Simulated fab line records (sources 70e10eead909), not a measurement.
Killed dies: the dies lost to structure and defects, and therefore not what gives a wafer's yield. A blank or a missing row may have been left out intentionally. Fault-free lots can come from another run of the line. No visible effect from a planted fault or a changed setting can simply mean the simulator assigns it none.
fab line records	flow nand-harc
record: lots: 24	wafers: 72	last-day: 33
route steps=1302 shown P_GATE@141 P_CONTACT@235 P_M0@272
lots untouched by any fault: they come from a run of this same line in which no faults occurred
start-h: start of the lot's first displayed wafer, in hours after the record's first day	wait-h: hours since the lot's step before	" unchanged from the row above	L1.1+2: several wafers, shown together as one row	- no value, or no start was given	* or withheld: withheld	< > ~ a bound
route shown NAME@n: a module of which the file shows steps, and the number in the route of the first	usual: mean and standard deviation over wafers with no fault	same: alike in all rows	chamber/n: place in a boat	sites: each site's reading	_std_site: the standard deviation of these	_edge_site: outer sites' mean less inner sites'	radius-mm: how far each site lies from the wafer's centre	mask NAME#n: copy n	behind: tool/chamber where the wafer was last shaped	hold: cause of the lot's hold/its duration in hours/its outcome	device: the n, p or np transistor that did not switch	end of line: tests of these same wafers at the route's end	a step without rows: its recipe alone	killed: not the wafer's yield, but the dies lost to structure and defects at the first sort	map: dies across one wafer; x = killed, . = not, _ = none there
set.NAME: the run value of the setting; set.NAME@STEP: its run value at that earlier step	model.NAME: the simulator's own value behind a step, which no gauge read
steps of the route over a sample of lots; a table a step, a row a wafer
services: from which hour (start-h, from the record's first day; less than 0 if before it) a tool's chamber was out of use, for how many hours, and why
== steps ==
step: NHARC_P_GATE_CD_MEAS_26
recipe: target-cd-nm: 120	landing-energy-ev: 500
usual: cd-nm: 120.0/0.56
lot.wafer	tool	chamber	start-h	wait-h	cd-nm
L074.1	cd-sem-03	0	101.36	-	120.2
L074.3	"	0	"	"	119.1
L074.5	"	0	"	"	120.2
L075.3	cd-sem-03	0	106.19	-	118.6
L075.4	"	0	"	"	119.3
L075.5	"	0	"	"	119.0
L076.2	cd-sem-03	0	122.21	-	119.5
L076.3	"	0	"	"	119.8
L076.6	"	0	"	"	119.7
L077.2	cd-sem-01	0	133.48	-	120.6
L077.4	"	0	"	"	120.2
L077.5	"	0	"	"	119.9
L078.2	cd-sem-01	0	135.68	-	120.0
L078.4	"	0	"	"	120.3
L078.6	"	0	"	"	119.7
L079.1	cd-sem-01	0	156.01	-	119.7
L079.2	"	0	"	"	119.5
L079.4	"	0	"	"	120.0
L080.4	cd-sem-02	0	166.12	-	120.3
L080.5	"	0	"	"	120.9
L080.6	"	0	"	"	120.2
L081.1	cd-sem-03	0	173.86	-	120.0
L081.2	"	0	"	"	119.5
L081.5	"	0	"	"	120.1
L082.1	cd-sem-03	0	180.72	-	118.9
L082.4	"	0	"	"	119.1
L082.5	"	0	"	"	118.8
L083.1	cd-sem-01	0	194.14	-	119.7
L083.2	"	0	"	"	120.4
L083.3	"	0	"	"	119.2
L084.1	cd-sem-03	0	203.29	-	119.4
L084.3	"	0	"	"	120.4
L084.5	"	0	"	"	119.8
L085.1	cd-sem-03	0	216.24	-	119.8
L085.2	"	0	"	"	120.4
L085.5	"	0	"	"	120.0
L086.1	cd-sem-01	0	216.40	-	120.3
L086.3	"	0	"	"	120.3
L086.6	"	0	"	"	120.7
L087.3	cd-sem-03	0	238.74	-	120.0
L087.4	"	0	"	"	120.0
L087.6	"	0	"	"	118.9
L088.1	cd-sem-03	0	239.14	-	120.6
L088.2	"	0	"	"	120.5
L088.6	"	0	"	"	120.5
L090.3	cd-sem-01	0	252.96	-	119.5
L090.5	"	0	"	"	119.7
L090.6	"	0	"	"	120.3
L089.1	cd-sem-01	0	253.71	-	120.4
L089.3	"	0	"	"	120.5
L089.4	"	0	"	"	120.6
L091.1	cd-sem-01	0	270.42	-	120.1
L091.3	"	0	"	"	120.9
L091.4	"	0	"	"	120.9
L092.2	cd-sem-01	0	280.91	-	119.9
L092.3	"	0	"	"	120.8
L092.6	"	0	"	"	120.5
L093.2	cd-sem-03	0	282.33	-	120.3
L093.5	"	0	"	"	120.5
L093.6	"	0	"	"	120.6
L094.3	cd-sem-03	0	295.35	-	119.8
L094.4	"	0	"	"	120.7
L094.6	"	0	"	"	120.1
L095.2	cd-sem-03	0	301.17	-	120.8
L095.4	"	0	"	"	120.4
L095.6	"	0	"	"	120.1
L096.3	cd-sem-03	0	316.05	-	120.0
L096.4	"	0	"	"	119.5
L096.6	"	0	"	"	119.9
L097.2	cd-sem-02	0	325.79	-	119.1
L097.3	"	0	"	"	119.5
L097.5	"	0	"	"	119.3
step: NHARC_P_GATE_DESCUM_31
recipe: time-s: 3	o2-flow-sccm: 200	ar-flow-sccm: 0	bias-power-w: 0	chemistry: O2
usual: drypump-motor-current-A: 5.7/0.39	oes-product-au: 1.005/0.0067	rf-vpp-V: 57.8/0.91	showerhead-plenum-p-Torr: 1.93/0.08	throttle-valve-pct: 11.311/0.009
same: bias-power-w: 0
lot.wafer	tool	chamber	start-h	wait-h	drypump-motor-current-A	oes-product-au	rf-hours-counter-h	rf-vpp-V	showerhead-plenum-p-Torr	throttle-valve-pct
L074.3	rie-diel-07	1	101.55	0.1	5.6	1.001	7	56.7	1.90	11.315
L074.1	"	2	"	"	5.7	1.004	7	57.7	1.86	11.315
L074.5	"	1	"	"	5.6	1.004	-	57.9	1.90	11.303
L075.3	rie-diel-07	3	106.37	0.1	5.5	1.006	7	57.8	1.98	11.313
L075.4	"	1	"	"	5.7	1.003	7	57.9	1.90	11.311
L075.5	"	3	"	"	5.5	1.010	-	59.2	1.98	11.305
L076.2	rie-diel-06	2	122.39	0.1	6.0	0.996	12	57.3	1.91	11.306
L076.3	"	1	"	"	5.2	0.999	12	57.9	2.06	11.328
L076.6	"	2	"	"	6.0	1.022	-	57.3	1.91	11.307
L077.4	rie-diel-07	3	133.66	0.1	5.5	1.010	0	57.5	1.98	11.330
L077.2	"	2	"	"	5.7	0.998	0	56.9	1.86	11.311
L077.5	"	3	"	"	5.5	0.996	-	57.2	1.98	11.321
L078.4	rie-diel-10	2	135.86	0.1	5.5	1.004	3	56.1	1.84	11.304
L078.2	"	0	"	"	5.4	1.011	2	58.4	1.97	11.299
L078.6	"	3	"	"	5.5	0.996	-	57.7	1.84	11.320
L079.4	rie-diel-06	0	156.19	0.1	5.4	1.009	0	57.1	2.02	11.313
L079.2	"	2	"	"	6.1	0.999	0	57.2	1.91	11.303
L079.1	"	3	"	"	6.0	1.010	0	58.1	2.06	11.309
L080.4	rie-diel-07	0	166.32	0.1	6.6	1.007	1	59.4	2.04	11.302
L080.5	"	1	"	"	5.6	0.996	-	57.7	1.90	11.315
L080.6	"	2	"	"	5.7	1.007	-	57.7	1.86	11.318
L081.2	rie-diel-06	2	174.04	0.1	6.1	1.004	1	57.8	1.91	11.312
L081.1	"	3	"	"	6.0	0.997	1	57.5	2.06	11.321
L081.5	"	3	"	"	6.0	0.994	-	57.4	2.06	11.298
L082.1	rie-diel-07	3	180.93	0.1	5.5	1.015	1	57.2	1.98	11.308
L082.4	"	0	"	"	6.6	1.006	1	59.1	2.04	11.312
L082.5	"	2	"	"	5.7	1.009	-	57.2	1.86	11.300
L083.3	rie-diel-10	0	194.34	0.1	5.4	0.993	6	58.8	1.96	11.303
L083.2	"	1	"	"	5.2	1.004	6	57.5	1.91	11.317
L083.1	"	2	"	"	5.5	0.992	6	58.9	1.84	11.304
L084.3	rie-diel-07	0	203.47	0.1	6.6	1.012	2	58.4	2.04	11.291
L084.1	"	3	"	"	5.5	1.012	2	59.2	1.98	11.308
L084.5	"	1	"	"	5.6	1.002	-	58.7	1.90	11.307
L085.1	rie-diel-10	1	216.43	0.1	5.3	1.013	8	57.4	1.91	11.317
L085.2	"	3	"	"	5.5	1.012	10	58.0	1.84	11.328
L085.5	"	2	"	"	5.5	1.001	-	58.2	1.84	11.309
L086.3	rie-diel-07	1	216.59	0.1	5.6	1.001	4	56.6	1.90	11.303
L086.1	"	0	"	"	6.6	0.998	4	57.0	2.04	11.312
L086.6	"	2	"	"	5.7	1.005	-	56.9	1.86	11.305
L087.4	rie-diel-07	0	238.93	0.1	6.7	1.005	4	58.6	2.04	11.305
L087.3	"	2	"	"	5.7	1.001	4	57.3	1.86	11.319
L087.6	"	3	"	"	5.5	1.009	-	57.5	1.98	11.317
L088.2	rie-diel-10	1	239.33	0.1	5.3	1.008	10	56.9	1.91	11.300
L088.1	"	2	"	"	5.5	1.009	11	55.5	1.83	11.301
L088.6	"	0	"	"	5.4	1.012	-	55.8	1.96	11.317
L090.3	rie-diel-06	0	253.16	0.1	5.4	1.001	5	58.3	2.02	11.315
L090.6	"	1	"	"	5.2	1.002	-	58.1	2.05	11.308
L090.5	"	2	"	"	6.0	0.996	-	57.5	1.91	11.310
L089.4	rie-diel-10	2	253.90	0.1	5.5	0.995	0	56.4	1.84	11.305
L089.3	"	0	"	"	5.4	1.001	0	57.8	1.96	11.305
L089.1	"	1	"	"	5.3	1.001	0	59.2	1.91	11.309
L091.1	rie-diel-07	0	270.60	0.1	6.6	1.007	5	58.5	2.04	11.313
L091.3	"	2	"	"	5.7	1.007	5	56.0	1.86	11.293
L091.4	"	3	"	"	5.5	1.014	6	56.3	1.98	11.329
L092.2	rie-diel-10	2	281.09	0.1	5.5	1.000	2	56.7	1.83	11.317
L092.3	"	3	"	"	5.5	1.000	3	57.7	1.84	11.308
L092.6	"	2	"	"	5.5	1.002	-	58.5	1.83	11.316
L093.2	rie-diel-10	2	282.52	0.1	5.5	0.995	2	56.9	1.83	11.309
L093.5	"	1	"	"	5.3	1.010	-	58.2	1.91	11.319
L093.6	"	2	"	"	5.5	1.005	-	58.0	1.83	11.320
L094.3	rie-diel-06	2	295.53	0.1	6.1	1.003	6	57.5	1.91	11.307
L094.4	"	3	"	"	6.0	0.998	6	57.0	2.06	11.287
L094.6	"	3	"	"	5.9	1.001	-	56.7	2.06	11.315
L095.4	rie-diel-10	3	301.36	0.1	5.5	0.999	3	57.6	1.84	11.309
L095.2	"	1	"	"	5.3	0.998	3	57.5	1.91	11.320
L095.6	"	3	"	"	5.5	0.987	-	58.2	1.84	11.311
L096.3	rie-diel-10	0	316.25	0.1	5.4	1.014	5	58.3	1.96	11.319
L096.4	"	1	"	"	5.3	0.997	5	58.3	1.91	11.307
L096.6	"	3	"	"	5.5	1.001	-	58.1	1.83	11.303
L097.2	rie-diel-10	0	325.98	0.1	5.3	1.008	5	57.2	1.96	11.321
L097.3	"	1	"	"	5.3	1.003	5	58.4	1.90	11.321
L097.5	"	3	"	"	5.5	0.993	-	56.5	1.83	11.314
step: NHARC_P_CONTACT_DESCUM_17
recipe: time-s: 3	o2-flow-sccm: 200	ar-flow-sccm: 0	bias-power-w: 0	chemistry: O2
usual: drypump-motor-current-A: 5.8/0.52	oes-product-au: 1.000/0.0067	rf-vpp-V: 57.9/1	showerhead-plenum-p-Torr: 1.93/0.097	throttle-valve-pct: 11.312/0.01
same: bias-power-w: 0
lot.wafer	tool	chamber	start-h	wait-h	drypump-motor-current-A	oes-product-au	rf-hours-counter-h	rf-vpp-V	showerhead-plenum-p-Torr	throttle-valve-pct
L074.3	rie-diel-04	0	121.63	0.1	4.9	1.005	2.7	57.1	1.97	11.301
L074.1	"	3	"	"	5.6	1.009	2.5	56.9	1.90	11.309
L074.5	"	1	"	"	5.1	1.005	-	56.9	1.81	11.320
L075.3	rie-diel-01	2	126.43	0.1	6.0	1.005	2.8	58.1	1.96	11.309
L075.4	"	3	"	"	6.0	0.992	2.6	55.9	1.87	11.310
L075.5	"	1	"	"	6.4	1.004	-	57.2	1.80	11.315
L076.3	rie-diel-04	0	144.74	0.1	4.9	1.006	3.2	57.2	1.97	11.314
L076.2	"	1	"	"	5.0	0.982	4.0	56.5	1.81	11.325
L076.6	"	2	"	"	6.5	1.011	-	58.7	2.06	11.321
L077.2	rie-diel-04	1	153.96	0.1	5.1	0.995	4.3	56.8	1.81	11.299
L077.4	"	2	"	"	6.5	0.999	4.1	57.7	2.06	11.319
L077.5	"	0	"	"	4.9	0.998	-	59.4	1.97	11.315
L078.2	rie-diel-04	2	156.40	0.1	6.5	1.005	4.5	59.1	2.06	11.315
L078.4	"	0	"	"	4.9	1.006	3.9	57.8	1.97	11.332
L078.6	"	2	"	"	6.5	1.001	-	59.3	2.06	11.312
L079.1	rie-diel-01	1	176.30	0.1	6.4	1.010	3.7	55.5	1.80	11.308
L079.4	"	3	"	"	6.1	1.001	3.7	58.1	1.87	11.303
L079.2	"	0	"	"	5.9	1.003	2.9	58.6	2.07	11.303
L080.4	rie-diel-01	0	186.13	0.1	5.9	0.990	3.3	58.8	2.07	11.316
L080.6	"	3	"	"	6.1	1.001	-	58.8	1.87	11.314
L080.5	"	0	"	"	5.9	0.999	-	58.9	2.07	11.307
L081.2	rie-diel-12	3	194.14	0.1	6.1	0.994	5.1	56.6	1.78	11.311
L081.1	"	0	"	"	6.0	0.998	4.6	58.2	2.06	11.336
L081.5	"	3	"	"	6.0	1.002	-	58.1	1.78	11.299
L082.1	rie-diel-01	3	200.93	0.1	6.1	1.000	4.3	58.2	1.87	11.319
L082.4	"	1	"	"	6.4	1.010	4.3	56.5	1.80	11.317
L082.5	"	3	"	"	6.1	1.000	-	58.2	1.87	11.319
L083.1	rie-diel-04	0	214.30	0.1	4.9	1.000	0.5	59.1	1.97	11.324
L083.3	"	2	"	"	6.5	0.999	0.6	57.4	2.06	11.328
L083.2	"	3	"	"	5.6	1.008	0.7	58.4	1.90	11.333
L084.3	rie-diel-12	3	223.71	0.1	6.0	0.986	6.5	56.5	1.78	11.302
L084.1	"	0	"	"	6.0	1.003	6.1	58.4	2.06	11.315
L084.5	"	3	"	"	6.0	0.998	-	58.5	1.78	11.312
L085.2	rie-diel-04	1	236.23	0.1	5.0	0.987	0.8	58.5	1.81	11.314
L085.1	"	3	"	"	5.6	0.998	1.5	57.4	1.90	11.300
L085.5	"	0	"	"	4.9	0.995	-	59.3	1.97	11.331
L086.3	rie-diel-01	2	236.84	0.1	6.0	0.997	0.3	58.5	1.96	11.313
L086.1	"	3	"	"	6.0	0.992	0.3	58.0	1.87	11.300
L086.6	"	3	"	"	6.0	0.994	-	57.4	1.87	11.314
L087.4	rie-diel-01	3	259.43	0.1	6.1	0.999	1.0	57.3	1.87	11.301
L087.3	"	0	"	"	5.9	0.995	0.9	57.3	2.07	11.323
L087.6	"	2	"	"	6.0	0.999	-	57.9	1.96	11.323
L088.2	rie-diel-01	1	260.03	0.1	6.4	1.013	1.2	57.3	1.80	11.304
L088.1	"	2	"	"	6.0	0.998	1.3	57.2	1.96	11.322
L088.6	"	1	"	"	6.4	0.998	-	56.7	1.80	11.294
L090.3	rie-diel-04	3	272.95	0.1	5.6	1.004	2.3	56.4	1.90	11.307
L090.6	"	3	"	"	5.7	1.000	-	56.0	1.90	11.312
L090.5	"	0	"	"	4.9	0.994	-	55.8	1.97	11.328
L089.4	rie-diel-01	0	273.85	0.1	5.9	0.989	1.6	58.3	2.07	11.318
L089.3	"	1	"	"	6.4	1.015	1.7	57.6	1.80	11.330
L089.1	"	2	"	"	6.0	1.002	1.8	58.5	1.96	11.313
L091.3	rie-diel-12	0	290.47	0.1	6.0	1.008	0.7	59.2	2.06	11.309
L091.4	"	1	"	"	6.2	1.001	0.8	57.6	1.86	11.303
L091.1	"	3	"	"	6.0	1.009	0.9	57.0	1.78	11.328
L092.2	rie-diel-04	2	301.16	0.1	6.5	1.010	3.2	57.5	2.06	11.308
L092.3	"	3	"	"	5.6	1.008	3.3	59.4	1.90	11.291
L092.6	"	2	"	"	6.5	1.010	-	58.4	2.06	11.309
L093.2	rie-diel-12	3	302.53	0.1	6.1	1.004	1.4	58.2	1.78	11.325
L093.6	"	3	"	"	6.0	1.008	-	56.9	1.78	11.318
L093.5	"	0	"	"	6.0	1.007	-	58.5	2.05	11.317
L094.4	rie-diel-01	2	315.58	0.1	6.0	0.996	3.1	55.5	1.96	11.308
L094.3	"	0	"	"	5.9	0.997	2.8	57.9	2.07	11.303
L094.6	"	2	"	"	6.0	0.997	-	59.3	1.96	11.303
L095.2	rie-diel-04	1	321.31	0.1	5.1	0.993	3.0	58.4	1.81	11.323
L095.4	"	0	"	"	4.9	0.992	3.8	58.7	1.97	11.311
L095.6	"	2	"	"	6.5	0.991	-	59.3	2.06	11.297
L096.4	rie-diel-04	0	338.22	0.1	4.9	0.996	4.3	59.2	1.97	11.313
L096.3	"	2	"	"	6.5	1.010	4.5	58.3	2.06	11.293
L096.6	"	3	"	"	5.6	1.010	-	56.7	1.90	11.281
L097.2	rie-diel-04	2	346.39	0.1	6.5	0.992	4.8	58.5	2.06	11.319
L097.3	"	3	"	"	5.6	1.006	4.9	56.3	1.89	11.334
L097.5	"	1	"	"	5.1	0.999	-	58.7	1.81	11.313
step: NHARC_P_CONTACT_ETCH_18
recipe: target-depth-a: 4810	time-s: 240.5	c4f8-flow-sccm: 20	o2-flow-sccm: 10	ar-flow-sccm: withheld	rf-w: 600	bias-w: 1500	chemistry: C4F8/O2/Ar
usual: bias-w: 1501/3.9	oes-product-au: 0.957/0.021	rf-vpp-V: 979/6.5
lot.wafer	tool	chamber	start-h	wait-h	bias-w	oes-product-au	rf-hours-counter-h	rf-vpp-V
L074.1	rie-diel-04	3	-	-	1505	0.979	2.7	978
L074.3	"	2	"	"	1502	0.985	3.5	986
L074.5	"	3	"	"	1506	0.981	-	977
L075.4	rie-diel-01	2	-	-	1496	0.960	3.0	981
L075.3	"	0	"	"	1500	0.955	2.1	991
L075.5	"	2	"	"	1494	0.974	-	982
L076.3	rie-diel-04	0	-	-	1497	0.967	3.5	982
L076.2	"	1	"	"	1497	0.965	4.1	970
L076.6	"	3	"	"	1504	0.969	-	977
L077.4	rie-diel-04	0	-	-	1509	0.960	3.8	982
L077.2	"	3	"	"	1497	0.969	3.8	978
L077.5	"	0	"	"	1502	0.958	-	980
L078.4	rie-diel-04	1	-	-	1501	0.924	4.9	970
L078.2	"	2	"	"	1497	0.929	4.6	987
L078.6	"	2	"	"	1500	0.934	-	989
L079.2	rie-diel-01	2	-	-	1500	0.962	4.2	980
L079.4	"	3	"	"	1500	0.960	4.0	975
L079.1	"	0	"	"	1505	0.968	3.2	988
L080.6	rie-diel-12	1	-	-	1504	0.999	-	976
L080.4	"	2	"	"	1498	0.990	-	983
L080.5	"	3	"	"	1496	0.999	-	970
L081.1	rie-diel-12	2	-	-	1504	0.976	5.0	982
L081.2	"	1	"	"	1500	0.987	5.9	973
L081.5	"	2	"	"	1491	0.974	-	982
L082.4	rie-diel-01	2	-	-	1503	0.979	4.8	983
L082.1	"	3	"	"	1503	0.960	4.5	977
L082.5	"	2	"	"	1500	0.970	-	982
L083.3	rie-diel-04	3	-	-	1495	0.924	0.9	978
L083.2	"	0	"	"	1498	0.935	0.8	984
L083.1	"	2	"	"	1498	0.935	0.9	987
L084.3	rie-diel-12	2	-	-	1509	0.927	6.7	983
L084.1	"	3	"	"	1498	0.922	6.8	968
L084.5	"	2	"	"	1501	0.924	-	983
L085.1	rie-diel-04	0	-	-	1504	0.941	1.5	982
L085.2	"	3	"	"	1500	0.941	1.6	976
L085.5	"	0	"	"	1501	0.920	-	982
L086.1	rie-diel-01	2	-	-	1493	0.929	0.6	982
L086.3	"	3	"	"	1503	0.922	0.5	974
L086.6	"	2	"	"	1494	0.923	-	982
L087.4	rie-diel-01	0	-	-	1498	0.966	1.1	989
L087.3	"	1	"	"	1499	0.969	1.1	970
L087.6	"	0	"	"	1498	0.967	-	989
L088.1	rie-diel-01	3	-	-	1494	0.950	1.6	974
L088.2	"	0	"	"	1488	0.951	1.5	987
L088.6	"	2	"	"	1495	0.939	-	980
L090.3	rie-diel-04	2	-	-	1497	0.959	2.6	989
L090.6	"	3	"	"	1506	0.963	-	975
L090.5	"	0	"	"	1496	0.952	-	982
L089.3	rie-diel-01	3	-	-	1495	0.963	2.0	974
L089.4	"	0	"	"	1500	0.949	1.8	988
L089.1	"	2	"	"	1496	0.957	2.0	983
L091.1	rie-diel-12	1	-	-	1501	0.957	1.0	975
L091.4	"	2	"	"	1505	0.978	1.3	982
L091.3	"	3	"	"	1503	0.988	1.0	970
L092.3	rie-diel-04	1	-	-	1495	0.972	2.3	972
L092.2	"	2	"	"	1502	0.974	3.5	989
L092.6	"	1	"	"	1502	0.983	-	972
L093.2	rie-diel-12	3	-	-	1503	0.930	1.6	969
L093.5	"	2	"	"	1499	0.933	-	982
L093.6	"	3	"	"	1500	0.939	-	969
L094.3	rie-diel-01	1	-	-	1493	0.952	3.2	970
L094.4	"	2	"	"	1498	0.931	3.2	981
L094.6	"	2	"	"	1500	0.938	-	982
L095.4	rie-diel-04	2	-	-	1505	0.962	4.3	988
L095.2	"	3	"	"	1502	0.972	4.1	978
L095.6	"	1	"	"	1497	0.962	-	972
L096.3	rie-diel-04	2	-	-	1504	0.962	4.7	990
L096.4	"	3	"	"	1502	0.966	4.7	977
L096.6	"	1	"	"	1503	0.974	-	972
L097.3	rie-diel-04	3	-	-	1497	0.986	5.1	978
L097.2	"	1	"	"	1507	0.965	4.2	971
L097.5	"	3	"	"	1500	0.987	-	977
step: NHARC_P_M0_DEGAS_28
recipe: temp-c: 250	time-s: 60
usual: heater-power-w: 337/34
lot.wafer	tool	chamber	start-h	wait-h	heater-power-w
L074.1	pvd-sputter-02	-	126.73	-	315
L074.3	"	-	"	"	311
L074.5	"	-	"	"	363
L075.3	pvd-sputter-03	-	131.54	-	321
L075.4	"	-	"	"	353
L075.5	"	-	"	"	315
L076.3	pvd-sputter-01	-	149.85	-	330
L076.2	"	-	"	"	434
L076.6	"	-	"	"	290
L077.4	pvd-sputter-03	-	159.02	-	348
L077.2	"	-	"	"	325
L077.5	"	-	"	"	344
L078.2	pvd-sputter-01	-	161.99	-	288
L078.4	"	-	"	"	426
L078.6	"	-	"	"	292
L079.4	pvd-sputter-02	-	181.41	-	372
L079.2	"	-	"	"	350
L079.1	"	-	"	"	302
L080.4	pvd-sputter-02	-	191.92	-	300
L080.6	"	-	"	"	370
L080.5	"	-	"	"	323
L081.1	pvd-sputter-01	-	199.28	-	302
L081.2	"	-	"	"	318
L081.5	"	-	"	"	287
L082.4	pvd-sputter-01	-	205.96	-	320
L082.1	"	-	"	"	287
L082.5	"	-	"	"	323
L083.1	pvd-sputter-03	-	219.67	-	355
L083.3	"	-	"	"	335
L083.2	"	-	"	"	331
L084.3	pvd-sputter-03	-	228.77	-	342
L084.1	"	-	"	"	352
L084.5	"	-	"	"	344
L085.1	pvd-sputter-01	-	241.45	-	326
L085.2	"	-	"	"	437
L085.5	"	-	"	"	336
L086.3	pvd-sputter-02	-	242.53	-	372
L086.1	"	-	"	"	315
L086.6	"	-	"	"	360
L087.3	pvd-sputter-02	-	264.38	-	317
L087.4	"	-	"	"	296
L087.6	"	-	"	"	366
L088.1	pvd-sputter-01	-	265.12	-	422
L088.2	"	-	"	"	344
L088.6	"	-	"	"	338
L089.1	pvd-sputter-02	-	278.95	-	302
L089.3	"	-	"	"	306
L089.4	"	-	"	"	367
L090.3	pvd-sputter-01	-	278.96	-	298
L090.6	"	-	"	"	346
L090.5	"	-	"	"	336
L091.3	pvd-sputter-02	-	295.53	-	307
L091.1	"	-	"	"	309
L091.4	"	-	"	"	385
L092.2	pvd-sputter-02	-	306.28	-	316
L092.3	"	-	"	"	361
L092.6	"	-	"	"	365
L093.2	pvd-sputter-03	-	307.64	-	336
L093.6	"	-	"	"	337
L093.5	"	-	"	"	325
L094.4	pvd-sputter-02	-	320.66	-	355
L094.3	"	-	"	"	305
L094.6	"	-	"	"	359
L095.2	pvd-sputter-03	-	326.44	-	307
L095.4	"	-	"	"	345
L095.6	"	-	"	"	341
L096.3	pvd-sputter-02	-	343.21	-	355
L096.4	"	-	"	"	308
L096.6	"	-	"	"	309
L097.3	pvd-sputter-01	-	351.50	-	342
L097.2	"	-	"	"	304
L097.5	"	-	"	"	333
step: NHARC_P_M0_PRE_CLEAN_31
recipe: time-s: 12	temp-c: 370	rf-power-w: 300	gas: NH3
usual: heater-power-w: 650/68
lot.wafer	tool	chamber	start-h	wait-h	heater-power-w
L074.3	pecvd-01	1	128.35	0.1	605
L074.1	"	0	"	"	521
L074.5	"	2	"	"	639
L075.3	pecvd-04	2	133.16	0.1	641
L075.4	"	0	"	"	657
L075.5	"	1	"	"	746
L076.2	pecvd-03	2	151.45	0.1	617
L076.3	"	1	"	"	500
L076.6	"	1	"	"	518
L077.2	pecvd-04	2	160.70	0.1	661
L077.5	"	0	"	"	665
L077.4	"	1	"	"	723
L078.2	pecvd-01	2	163.96	0.1	693
L078.6	"	1	"	"	543
L078.4	"	2	"	"	693
L079.1	pecvd-04	2	183.07	0.1	671
L079.2	"	0	"	"	748
L079.4	"	2	"	"	672
L080.4	pecvd-01	0	193.56	0.1	654
L080.5	"	1	"	"	588
L080.6	"	2	"	"	768
L081.2	pecvd-03	1	200.91	0.1	574
L081.1	"	2	"	"	638
L081.5	"	0	"	"	593
L082.1	pecvd-04	2	207.64	0.1	629
L082.5	"	1	"	"	727
L082.4	"	2	"	"	633
L083.1	pecvd-03	2	221.29	0.1	610
L083.3	"	0	"	"	600
L083.2	"	1	"	"	617
L084.3	pecvd-01	0	230.41	0.1	612
L084.1	"	1	"	"	520
L084.5	"	0	"	"	621
L085.1	pecvd-03	0	243.09	0.1	615
L085.2	"	1	"	"	601
L085.5	"	1	"	"	608
L086.3	pecvd-04	1	244.16	0.1	733
L086.1	"	2	"	"	662
L086.6	"	2	"	"	674
L087.3	pecvd-04	0	266.01	0.1	713
L087.6	"	1	"	"	721
L087.4	"	0	"	"	738
L088.2	pecvd-01	0	266.74	0.1	591
L088.1	"	1	"	"	556
L088.6	"	1	"	"	539
L089.1	pecvd-01	1	280.60	0.1	586
L089.3	"	2	"	"	781
L089.4	"	2	"	"	766
L090.3	pecvd-03	0	280.61	0.1	512
L090.6	"	0	"	"	527
L090.5	"	2	"	"	661
L091.3	pecvd-01	2	297.16	0.1	713
L091.1	"	1	"	"	594
L091.4	"	1	"	"	589
L092.3	pecvd-01	0	307.93	0.1	583
L092.2	"	1	"	"	578
L092.6	"	2	"	"	761
L093.2	pecvd-01	0	309.27	0.1	579
L093.6	"	0	"	"	575
L093.5	"	1	"	"	602
L094.3	pecvd-04	1	322.29	0.1	702
L094.4	"	2	"	"	628
L094.6	"	0	"	"	675
L095.2	pecvd-04	2	328.06	0.1	704
L095.4	"	0	"	"	690
L095.6	"	1	"	"	728
L096.3	pecvd-04	0	344.95	0.2	706
L096.6	"	2	"	"	671
L096.4	"	0	"	"	711
L097.3	pecvd-04	0	353.12	0.1	719
L097.2	"	2	"	"	695
L097.5	"	0	"	"	698
== services ==
tool	chamber	start-h	hours	kind
pecvd-04	1	78.48	17.2	repair
rie-diel-07	1	80.22	6.6	repair
pecvd-04	-	88.49	13.0	pm
rie-diel-10	0	91.33	3.2	repair
rie-diel-04	0	100.87	6.5	repair
rie-diel-01	0	101.95	13.0	repair
rie-diel-10	2	103.68	13.4	repair
pvd-sputter-02	-	104.02	10.0	pm
pvd-sputter-02	-	139.26	1.1	repair
rie-diel-01	1	153.58	5.4	repair
rie-diel-04	-	177.95	9.0	pm
rie-diel-01	-	198.60	1.7	repair
rie-diel-04	1	202.27	5.6	repair
rie-diel-04	0	202.63	6.6	repair
rie-diel-01	-	203.95	9.0	pm
rie-diel-04	1	213.65	8.8	repair
rie-diel-10	-	242.67	9.0	pm
rie-diel-04	1	262.72	10.7	repair
rie-diel-01	1	262.97	2.7	repair
rie-diel-04	3	263.05	1.7	repair
rie-diel-10	2	265.30	3.0	repair
pecvd-04	-	269.49	13.0	pm
pvd-sputter-02	-	282.02	10.0	pm
rie-diel-10	-	327.78	0.4	repair
== key ==
fault none
